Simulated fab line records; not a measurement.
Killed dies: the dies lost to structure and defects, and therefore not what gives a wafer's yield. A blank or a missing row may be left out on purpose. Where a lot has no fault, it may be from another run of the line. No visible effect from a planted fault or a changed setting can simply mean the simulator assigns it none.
fab line records ; flow nandHarc ; part 2 of 2: steps 5 to 6 of 6
record lots=23; wafers=69; lastDay=34
route steps=1302 shown A_STAIRCASE@705
lots that met no fault: taken from a fault-free run of the same line
startH: hours from the record's opening day to when the first of the lot's shown wafers began ; waitH: hours elapsed since this lot's preceding step ; " identical to the entry in the row above ; L1.1+2: several wafers, shown together as one row ; - no value, or no start given ; * or withheld: withheld ; < > ~ a bound
route shown NAME@n: names a module that has steps shown in the file, with the first one's number in the route ; usual: mean/standard deviation of fault-free wafers ; same: alike in all rows ; chamber/n: place in a boat ; sites: per-site readings ; _std_site: standard deviation across them ; _edge_site: mean of outer sites minus mean of inner sites ; radiusMm: how far each site lies from the wafer's centre ; mask NAME#n: copy n ; behind: tool/chamber where the wafer was last shaped ; hold: reason for holding the lot/hours on hold/outcome of the hold ; device: the transistor (n, p or np) that didn't switch ; end of line: the same wafers' tests at the end of the route ; for a step that has no rows: nothing shown but its recipe ; killed: dies that structure and defects cost at the first sort, which is not the same as the wafer's yield ; map: dies across one wafer; x = killed, . = not, _ = none there
set.NAME: the setting as run; set.NAME@STEP: as run at that earlier step ; model.NAME: the simulator's own value behind a step, which no gauge read
the route's steps for a sample of lots (tables are steps, rows are wafers)
services: when a tool's chamber went out of use (startH, in hours from the record's first day, below 0 if earlier), for how many hours, and the reason
## steps
# step NHARC_A_STAIRCASE_ETCH_236
# recipe targetDepthA=1000; timeS=40.5; ionEnergyEv=400; c4f8FlowSccm=20; o2FlowSccm=10; arFlowSccm=withheld; rfW=600; biasW=1000; chemistry=C4F8/O2
# usual oesProductAu=0.944/0.0096; rfVppV=895/5.3
lot.wafer;tool;chamber;startH;waitH;oesProductAu;rfHoursCounterH;rfVppV
L074.4;rieDiel-10;3;-;-;0.973;34;896
L074.5;rieDiel-10;1;-;-;0.930;-;888
L074.6;rieDiel-10;2;-;-;0.955;-;896
L075.1;rieDiel-08;2;-;-;0.965;52;889
L075.5;rieDiel-08;2;-;-;0.950;-;888
L075.6;rieDiel-08;3;-;-;0.942;-;893
L076.1;rieDiel-01;3;-;-;0.950;51;893
L076.2;rieDiel-01;0;-;-;0.942;56;895
L076.5;rieDiel-01;3;-;-;0.954;-;891
L077.1;rieDiel-10;3;-;-;0.955;47;897
L077.4;rieDiel-10;0;-;-;0.928;39;895
L077.6;rieDiel-10;3;-;-;0.964;-;896
L078.3;rieDiel-01;3;-;-;0.948;2;893
L078.1;rieDiel-01;0;-;-;0.943;0;892
L078.6;rieDiel-01;2;-;-;0.927;-;891
L079.3;rieDiel-10;2;-;-;0.940;43;897
L079.1;rieDiel-10;3;-;-;0.950;50;897
L079.5;rieDiel-10;2;-;-;0.954;-;896
L080.3;rieDiel-01;0;-;-;0.934;11;894
L080.2;rieDiel-01;2;-;-;0.942;9;891
L080.6;rieDiel-01;0;-;-;0.930;-;892
L081.3;rieDiel-10;0;-;-;0.937;50;894
L081.1;rieDiel-10;1;-;-;0.939;46;887
L081.5;rieDiel-10;1;-;-;0.943;-;885
L083.1;rieDiel-10;0;-;-;0.944;4;894
L083.2;rieDiel-10;1;-;-;0.957;6;904
L083.4;rieDiel-10;2;-;-;0.949;5;897
L082.4;rieDiel-10;3;-;-;0.948;5;897
L082.2;rieDiel-10;0;-;-;0.949;4;895
L082.5;rieDiel-10;3;-;-;0.942;-;895
L085.3;rieDiel-01;3;-;-;0.932;30;892
L085.5;rieDiel-01;0;-;-;0.941;-;894
L085.6;rieDiel-01;1;-;-;0.950;-;894
L084.2;rieDiel-10;1;-;-;0.925;15;905
L084.6;rieDiel-10;3;-;-;0.928;-;896
L084.5;rieDiel-10;0;-;-;0.928;-;893
L086.2;rieDiel-01;2;-;-;0.939;33;891
L086.6;rieDiel-01;2;-;-;0.954;-;890
L086.5;rieDiel-01;3;-;-;0.944;-;891
L087.1;rieDiel-10;1;-;-;0.949;19;906
L087.6;rieDiel-10;3;-;-;0.941;-;895
L087.5;rieDiel-10;0;-;-;0.946;-;896
L088.3;rieDiel-08;2;-;-;0.955;44;890
L088.5;rieDiel-08;0;-;-;0.939;-;886
L088.6;rieDiel-08;1;-;-;0.955;-;903
L089.3;rieDiel-08;3;-;-;0.946;43;894
L089.1;rieDiel-08;0;-;-;0.950;46;886
L089.5;rieDiel-08;3;-;-;0.951;-;893
L091.3;rieDiel-01;3;-;-;0.961;48;890
L091.1;rieDiel-01;0;-;-;0.946;55;892
L091.5;rieDiel-01;2;-;-;0.954;-;889
L090.1;rieDiel-08;0;-;-;0.945;49;886
L090.2;rieDiel-08;1;-;-;0.954;50;904
L090.6;rieDiel-08;3;-;-;0.940;-;891
L093.2;rieDiel-10;1;-;-;0.931;43;905
L093.6;rieDiel-10;0;-;-;0.925;-;894
L093.5;rieDiel-10;1;-;-;0.941;-;905
L095.3;rieDiel-08;2;-;-;0.941;1;888
L095.1;rieDiel-08;0;-;-;0.950;1;906
L095.6;rieDiel-08;1;-;-;0.950;-;902
L094.4;rieDiel-10;0;-;-;0.940;40;893
L094.2;rieDiel-10;1;-;-;0.936;43;905
L094.5;rieDiel-10;1;-;-;0.942;-;905
L096.3;rieDiel-01;3;-;-;0.947;4;889
L096.2;rieDiel-01;0;-;-;0.949;4;891
L096.1;rieDiel-01;1;-;-;0.950;5;892
L097.2;rieDiel-08;0;-;-;0.932;14;906
L097.1;rieDiel-08;1;-;-;0.934;15;904
L097.3;rieDiel-08;2;-;-;0.950;14;887
# step NHARC_A_STAIRCASE_DESCUM_270
# recipe timeS=3; o2FlowSccm=200; arFlowSccm=0; biasPowerW=0; chemistry=O2
# usual drypumpMotorCurrentA=5.74/0.27; oesProductAu=1.000/0.0089; rfVppV=57.6/0.91; showerheadPlenumPTorr=1.88/0.083; throttleValvePct=11.310/0.0088
lot.wafer;tool;chamber;startH;waitH;drypumpMotorCurrentA;oesProductAu;rfHoursCounterH;rfVppV;showerheadPlenumPTorr;throttleValvePct
L074.4;rieDiel-08;3;366.61;-;5.90;0.997;49;57.2;1.87;11.294
L074.6;rieDiel-08;1;366.61;-;5.49;1.001;-;58.1;2.05;11.305
L074.5;rieDiel-08;2;366.61;-;5.85;1.012;-;56.9;1.82;11.306
L075.1;rieDiel-01;2;376.93;-;6.14;0.986;56;56.4;1.83;11.303
L075.5;rieDiel-01;0;376.93;-;5.40;0.995;-;57.8;1.88;11.298
L075.6;rieDiel-01;1;376.93;-;6.08;0.999;-;58.3;1.88;11.317
L076.1;rieDiel-01;1;380.70;-;6.08;0.993;54;57.2;1.88;11.302
L076.2;rieDiel-01;2;380.70;-;6.09;0.994;57;55.6;1.83;11.305
L076.5;rieDiel-01;1;380.70;-;6.08;1.005;-;58.6;1.88;11.326
L077.1;rieDiel-08;2;398.70;-;5.82;0.999;9;56.2;1.81;11.302
L077.6;rieDiel-08;2;398.70;-;5.84;1.005;-;57.4;1.81;11.305
L077.4;rieDiel-08;0;398.70;-;5.74;0.976;-;55.9;1.78;11.319
L078.3;rieDiel-08;2;402.99;-;5.84;1.002;10;56.4;1.81;11.324
L078.1;rieDiel-08;3;402.99;-;5.92;1.003;9;57.0;1.87;11.307
L078.6;rieDiel-08;3;402.99;-;5.91;0.999;-;57.7;1.87;11.299
L079.1;rieDiel-01;3;404.05;-;5.68;1.004;4;56.3;1.84;11.290
L079.3;rieDiel-01;1;404.05;-;6.08;1.002;6;58.2;1.88;11.317
L079.5;rieDiel-01;2;404.05;-;6.11;0.995;-;57.3;1.83;11.311
L080.2;rieDiel-08;2;422.53;-;5.84;1.011;17;57.4;1.81;11.322
L080.3;rieDiel-08;0;422.53;-;5.74;0.995;17;57.2;1.78;11.293
L080.6;rieDiel-08;3;422.53;-;5.91;1.007;-;58.0;1.86;11.307
L081.3;rieDiel-08;2;424.50;-;5.83;1.000;19;57.6;1.81;11.306
L081.1;rieDiel-08;3;424.50;-;5.90;0.993;15;57.1;1.86;11.309
L081.5;rieDiel-08;0;424.50;-;5.73;0.986;-;56.7;1.78;11.318
L083.4;rieDiel-10;3;451.33;-;6.02;1.010;5;57.8;1.91;11.291
L083.1;rieDiel-10;0;451.33;-;5.83;1.004;4;57.1;1.88;11.312
L083.2;rieDiel-10;1;451.33;-;5.58;1.003;6;59.5;2.07;11.297
L082.2;rieDiel-10;2;454.55;-;5.18;1.002;8;59.3;1.92;11.311
L082.4;rieDiel-10;3;454.55;-;6.02;1.011;6;58.4;1.91;11.317
L082.5;rieDiel-10;2;454.55;-;5.20;1.007;-;55.9;1.92;11.315
L085.3;rieDiel-01;3;471.70;-;5.66;1.010;30;56.9;1.84;11.303
L085.6;rieDiel-01;2;471.70;-;6.13;1.006;-;56.6;1.82;11.315
L085.5;rieDiel-01;3;471.70;-;5.64;1.007;-;56.9;1.83;11.306
L084.2;rieDiel-10;3;471.98;-;5.99;0.998;11;59.1;1.91;11.319
L084.6;rieDiel-10;2;471.98;-;5.15;1.012;-;56.8;1.92;11.303
L084.5;rieDiel-10;3;471.98;-;6.01;1.006;-;58.1;1.91;11.324
L086.2;rieDiel-01;2;495.54;-;6.10;0.996;34;58.3;1.82;11.305
L086.6;rieDiel-01;3;495.54;-;5.68;1.002;-;57.0;1.83;11.311
L086.5;rieDiel-01;0;495.54;-;5.49;0.978;-;57.1;1.86;11.299
L087.1;rieDiel-08;3;497.42;-;5.91;1.002;34;56.7;1.86;11.313
L087.5;rieDiel-08;0;497.42;-;5.74;0.997;-;57.0;1.77;11.301
L087.6;rieDiel-08;1;497.42;-;5.47;1.023;-;58.0;2.04;11.300
L088.3;rieDiel-01;0;517.87;-;5.53;0.996;54;57.9;1.86;11.303
L088.6;rieDiel-01;2;517.87;-;6.10;0.997;-;58.0;1.81;11.324
L088.5;rieDiel-01;3;517.87;-;5.66;1.006;-;56.5;1.83;11.314
L089.3;rieDiel-10;2;521.14;-;5.15;1.013;26;59.1;1.91;11.306
L089.1;rieDiel-10;3;521.14;-;6.01;0.996;24;56.3;1.91;11.304
L089.5;rieDiel-10;1;521.14;-;5.60;0.992;-;57.9;2.07;11.313
L091.3;rieDiel-08;1;528.96;-;5.53;1.015;50;58.2;2.04;11.313
L091.1;rieDiel-08;3;528.96;-;5.90;1.005;46;59.1;1.85;11.294
L091.5;rieDiel-08;0;528.96;-;5.75;0.985;-;57.3;1.77;11.299
L090.1;rieDiel-08;3;530.60;-;5.94;1.000;48;56.0;1.85;11.311
L090.2;rieDiel-08;0;530.60;-;5.74;0.998;50;54.7;1.77;11.309
L090.6;rieDiel-08;3;530.60;-;5.92;0.999;-;57.2;1.85;11.326
L093.2;rieDiel-10;3;567.13;-;5.97;0.995;43;58.2;1.90;11.314
L093.6;rieDiel-10;1;567.13;-;5.60;1.005;-;59.4;2.06;11.316
L093.5;rieDiel-10;2;567.13;-;5.17;0.998;-;58.5;1.91;11.304
L095.1;rieDiel-01;1;568.96;-;6.09;1.009;0;57.6;1.86;11.305
L095.3;rieDiel-01;2;568.96;-;6.11;0.993;0;58.4;1.81;11.306
L095.6;rieDiel-01;0;568.96;-;5.43;0.994;-;58.0;1.85;11.307
L094.2;rieDiel-01;2;571.75;-;6.10;1.010;2;58.6;1.81;11.323
L094.4;rieDiel-01;0;571.75;-;5.47;1.006;1;58.3;1.85;11.304
L094.5;rieDiel-01;2;571.75;-;6.09;1.000;-;57.4;1.81;11.300
L096.2;rieDiel-01;0;588.08;-;5.51;0.996;8;58.4;1.85;11.325
L096.3;rieDiel-01;1;588.08;-;6.10;1.009;11;57.7;1.86;11.321
L096.1;rieDiel-01;3;588.08;-;5.63;0.985;8;56.2;1.82;11.313
L097.3;rieDiel-01;0;604.70;-;5.48;1.005;13;57.0;1.85;11.313
L097.1;rieDiel-01;1;604.70;-;6.09;1.015;19;57.7;1.85;11.294
L097.2;rieDiel-01;3;604.70;-;5.63;0.996;13;56.3;1.82;11.315
## services
tool;chamber;startH;hours;kind
rieDiel-08;-;334.32;0.7;repair
rieDiel-08;0;349.19;9.5;repair
rieDiel-08;-;353.90;1.2;repair
rieDiel-10;0;354.49;-;clean
rieDiel-10;1;354.49;-;clean
rieDiel-10;2;354.49;-;clean
rieDiel-10;3;354.49;-;clean
rieDiel-08;-;370.53;9.0;pm
rieDiel-10;0;378.99;-;clean
rieDiel-10;1;378.99;-;clean
rieDiel-10;2;378.99;-;clean
rieDiel-10;3;378.99;-;clean
rieDiel-01;-;382.61;9.0;pm
rieDiel-10;1;393.31;7.2;repair
rieDiel-08;3;395.82;5.9;repair
rieDiel-10;0;404.38;-;clean
rieDiel-10;-;424.43;9.0;pm
rieDiel-01;2;443.63;9.3;repair
rieDiel-01;0;483.12;3.1;repair
rieDiel-08;-;549.95;9.0;pm
rieDiel-01;-;559.61;9.0;pm
rieDiel-08;3;561.34;3.8;repair
rieDiel-08;2;573.35;5.6;repair
rieDiel-10;-;601.44;9.0;pm
